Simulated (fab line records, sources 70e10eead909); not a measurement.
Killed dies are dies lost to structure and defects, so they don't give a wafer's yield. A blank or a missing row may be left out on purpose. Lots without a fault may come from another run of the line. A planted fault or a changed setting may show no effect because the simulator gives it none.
Chamber matching | flow nand_harc | NHARC_P_CONTACT_CMP_24 on cmp-03: 4 sister chambers
The step polishes, t overpolish 30 s, target thk 200 nm. 4 wafers are shown with their chamber, then 7 later ones without.

WAFERS WITH THEIR CHAMBER
wafer  | chamber | motor_current_A (A)
L971.2 | 2       | 11.8
L971.4 | 0       | 13.6
L975.1 | 3       | 10.8
L975.2 | 1       | 12.1

WAFERS WITHOUT THEIR CHAMBER
wafer  | motor_current_A (A)
L975.6 | 11.3
L980.1 | 14.1
L980.4 | 10.9
L980.5 | 13.9
L981.2 | 11.7
L981.4 | 11.0
L981.6 | 10.7

WHICH CHAMBER EACH WENT THROUGH
wafer  | from the rows above          | in truth
L975.6 | can't be placed: 2 or 3 or 1 | 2
L980.1 | 0                            | 0
L980.4 | 3                            | 3
L980.5 | 0                            | 0
L981.2 | can't be placed: 2 or 1      | 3
L981.4 | can't be placed: 3 or 2      | 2
L981.6 | 3                            | 3
Placed correctly: 4 of 7. Can't be placed from these rows: 3 (the true chamber is among the candidates in 2). Placed wrongly: 0.
How it was worked out, from the rows above alone: a wafer's distance from a chamber is the root of the sum, over the readings, of the square of ((its reading less the chamber's mean) divided by the reading's scatter). The wafer belongs to the nearest chamber; if the next one is less than 2 further off, it can't be placed. A chamber's mean is the mean of its shown wafers. The scatter: with one shown wafer a chamber, the root of the mean of the squares of how far each hidden wafer lies from its nearest shown one.
